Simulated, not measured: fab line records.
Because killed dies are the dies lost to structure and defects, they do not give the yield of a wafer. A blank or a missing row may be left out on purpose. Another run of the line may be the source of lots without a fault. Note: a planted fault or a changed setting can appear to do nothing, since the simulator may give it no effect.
Split-lot study    flow n5Finfet    7 lots, 39 wafers read, on a route of 1938 steps

## ABOUT THE SPLIT
At N5_BEOL_M10_ETCH_62 (etches SOC in N2/H2, target depth 110 nm, overetch 22 nm, time 165 s), the setting timeS was moved away from the recipe's 165 s on 15 of the 39 wafers read, by -33.3% to +55.2%. The other wafers ran this setting at the recipe's value.

The reading comes from the split's own step.

## THE READING
SiARC_of_BEOL_M10_COAT_60.thkNm (the simulator's own value, which no gauge read), in nm, at N5_BEOL_M10_ETCH_62 (etches SOC in N2/H2, target depth 110 nm, overetch 22 nm, time 165 s). The file gives no usual value for it. Across the 24 wafers here that went through the recipe, the average is 23.5 nm and the standard deviation 0.31 nm.

wafer   tool, chamber at the split  timeS as run, s  against the recipe  SiARC_of_BEOL_M10_COAT_60.thkNm, nm  against lot-mates on the recipe
L075.1  rieDiel-05, 1               165              recipe              23.2                                 -
L075.2  rieDiel-05, 0               165              recipe              23.6                                 -
L075.6  rieDiel-05, 3               165              recipe              23.4                                 -
L077.1  rieDiel-01, 1               165              recipe              23.4                                 -
L077.2  rieDiel-01, 3               216.6            +31.3%              22                                   -1.5
L077.3  rieDiel-01, 0               165              recipe              23.8                                 -
L077.4  rieDiel-01, 2               165              recipe              23.4                                 -
L077.5  rieDiel-01, 2               216.6            +31.3%              21.2                                 -2.3
L077.6  rieDiel-01, 3               216.6            +31.3%              22                                   -1.5
L083.1  rieDiel-01, 1               189.9            +15.1%              22.6                                 -1.3
L083.2  rieDiel-01, 3               165              recipe              24.2                                 -
L083.3  rieDiel-01, 0               189.9            +15.1%              23                                   -0.9
L083.4  rieDiel-01, 3               189.9            +15.1%              23.2                                 -0.7
L083.5  rieDiel-01, 1               165              recipe              23.6                                 -
L083.6  rieDiel-01, 0               165              recipe              24                                   -
L084.1  rieDiel-05, 0               165              recipe              23.4                                 -
L084.2  rieDiel-05, 1               110              -33.3%              25.4                                 +1.9
L084.3  rieDiel-05, 3               110              -33.3%              25.2                                 +1.7
L084.4  rieDiel-05, 2               165              recipe              23.6                                 -
L084.5  rieDiel-05, 3               110              -33.3%              25.4                                 +1.9
L084.6  rieDiel-05, 0               165              recipe              23.6                                 -
L086.1  rieDiel-04, 3               165              recipe              22.6                                 -
L086.2  rieDiel-04, 2               165              recipe              23.2                                 -
L086.3  rieDiel-04, 0               210.4            +27.5%              21.8                                 -1.2
L086.4  rieDiel-04, 1               210.4            +27.5%              21.8                                 -1.2
L086.5  rieDiel-04, 1               210.4            +27.5%              21.8                                 -1.2
L086.6  rieDiel-04, 2               165              recipe              23.2                                 -
L088.1  rieDiel-01, 2               165              recipe              23.2                                 -
L088.2  rieDiel-01, 1               165              recipe              23.6                                 -
L088.3  rieDiel-01, 0               165              recipe              23.6                                 -
L088.4  rieDiel-01, 1               165              recipe              23.4                                 -
L088.5  rieDiel-01, 0               165              recipe              23.6                                 -
L088.6  rieDiel-01, 2               165              recipe              23.2                                 -
L093.1  rieDiel-01, 2               256              +55.2%              19.4                                 -4.3
L093.2  rieDiel-01, 3               165              recipe              23.6                                 -
L093.3  rieDiel-01, 0               256              +55.2%              20.2                                 -3.5
L093.4  rieDiel-01, 2               256              +55.2%              19.4                                 -4.3
L093.5  rieDiel-01, 3               165              recipe              23.6                                 -
L093.6  rieDiel-01, 0               165              recipe              23.8                                 -

THE FIT
A straight line over all 39 wafers: SiARC_of_BEOL_M10_COAT_60.thkNm changes by -0.0625 nm for each +1% of timeS; r = -0.97; the points scatter about the line by 0.35 nm.
The same after taking each lot's own level away (the mean of its wafers on the recipe; 39 wafers): -0.0627 nm for each +1%; r = -0.97; scatter 0.33 nm.
That fit puts the effect of the largest move of timeS on the reading at 3.5 nm.
The lots' own levels span 23.00 to 23.93 nm, that is 3.0 times the standard deviation above.
So the lot-to-lot level changes the slope little: the two slopes agree.
Check: -3.32 nm against its lot-mates is what the line predicts for one of the wafers moved furthest among these (+55.2%) when that wafer is left out of the fit. Against them it came out at -4.27 nm.

## FURTHER SPLITS ON THESE WAFERS
Note: prior to the reading, these wafers also went through further splits. Each is held against what the fit with the lots' levels taken away leaves over:
other split on the same wafers  wafers away from the commonest value  r with SiARC_of_BEOL_M10_COAT_60.thkNm (lot level and that fit taken away)
N5_BEOL_M6_CVD_78 targetThkA    15                                    -0.13

## THE WHOLE CHAIN: every reading that the file lists as answering this split, in the file's order
step                     what it does                                                          reading                                                                           change (the file's fit)                                                              r (the file's)
N5_BEOL_M10_ETCH_62      etches SOC in N2/H2, target depth 110 nm, overetch 22 nm, time 165 s  etch.depthNm (the simulator's own value, which no gauge read)                     not straight: 89.48 at the lowest setting, 99.98 at the recipe, 99.6 at the highest  not given
N5_BEOL_M10_ETCH_62      etches SOC in N2/H2, target depth 110 nm, overetch 22 nm, time 165 s  SiARC_of_BEOL_M10_COAT_60.thkNm (the simulator's own value, which no gauge read)  -0.063 nm for each +1% of the setting                                                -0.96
N5_BEOL_M10_OCD_MEAS_38                                                                        trenchDepthNm                                                                     not straight: 0 at the lowest setting, 150 at the recipe, 148 at the highest         not given

## FILE'S OWN FIT
SiARC_of_BEOL_M10_COAT_60.thkNm changes by -0.063 nm for each +1% of timeS, r = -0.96.
